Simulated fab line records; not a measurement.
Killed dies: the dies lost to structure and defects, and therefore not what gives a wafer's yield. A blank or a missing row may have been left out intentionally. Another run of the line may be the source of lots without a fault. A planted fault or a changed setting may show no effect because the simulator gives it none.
Matching of chambers :: flow n5_finfet :: N5_BEOL_M9_ETCH_65 on rie_diel-06: 4 sister chambers
The step etches SiARC in CF4, target depth 15.6 nm, time 26 s. 8 wafers are shown with their chamber, then 7 later ones without.

## EACH WAFER AND ITS CHAMBER
wafer: L076.1
chamber: 0
showerhead_plenum_p_Torr (Torr): 2.22
drypump_motor_current_A (A): 5.6

wafer: L076.6
chamber: 0
showerhead_plenum_p_Torr (Torr): 2.22
drypump_motor_current_A (A): 5.6

wafer: L077.1
chamber: 1
showerhead_plenum_p_Torr (Torr): 2.09
drypump_motor_current_A (A): 5.4

wafer: L077.4
chamber: 3
showerhead_plenum_p_Torr (Torr): 2.25
drypump_motor_current_A (A): 5.2

wafer: L082.1
chamber: 3
showerhead_plenum_p_Torr (Torr): 2.25
drypump_motor_current_A (A): 5.2

wafer: L082.5
chamber: 2
showerhead_plenum_p_Torr (Torr): 2.13
drypump_motor_current_A (A): 6.0

wafer: L085.1
chamber: 2
showerhead_plenum_p_Torr (Torr): 2.13
drypump_motor_current_A (A): 6.1

wafer: L085.3
chamber: 1
showerhead_plenum_p_Torr (Torr): 2.08
drypump_motor_current_A (A): 5.4

## WAFERS WITHOUT THEIR CHAMBER
wafer: L085.6
showerhead_plenum_p_Torr (Torr): 2.25
drypump_motor_current_A (A): 5.2

wafer: L088.3
showerhead_plenum_p_Torr (Torr): 2.22
drypump_motor_current_A (A): 5.6

wafer: L088.4
showerhead_plenum_p_Torr (Torr): 2.25
drypump_motor_current_A (A): 5.2

wafer: L088.5
showerhead_plenum_p_Torr (Torr): 2.22
drypump_motor_current_A (A): 5.6

wafer: L084.2
showerhead_plenum_p_Torr (Torr): 2.25
drypump_motor_current_A (A): 5.2

wafer: L084.4
showerhead_plenum_p_Torr (Torr): 2.25
drypump_motor_current_A (A): 5.2

wafer: L084.5
showerhead_plenum_p_Torr (Torr): 2.22
drypump_motor_current_A (A): 5.6

## THE CHAMBER EACH PASSED THROUGH
wafer: L085.6
from the rows above: 3
in truth: 3

wafer: L088.3
from the rows above: 0
in truth: 0

wafer: L088.4
from the rows above: 3
in truth: 3

wafer: L088.5
from the rows above: 0
in truth: 0

wafer: L084.2
from the rows above: 3
in truth: 3

wafer: L084.4
from the rows above: 3
in truth: 3

wafer: L084.5
from the rows above: 0
in truth: 0
7 of 7 placed correctly. Not placeable from these rows: 0. Number placed wrongly: 0.
How it was worked out, from the rows above alone: a wafer's distance from a chamber is the root of the sum, over the readings, of the square of ((its reading less the chamber's mean) divided by the reading's scatter). If the next closest chamber is less than 2 further off than the closest, the wafer can't be placed; otherwise it belongs to the closest. The mean given for a chamber averages the wafers shown for that chamber. The scatter is the square root of a quotient: the sum, over the shown wafers, of each reading's squared deviation from its chamber's mean, divided by wafers minus chambers.
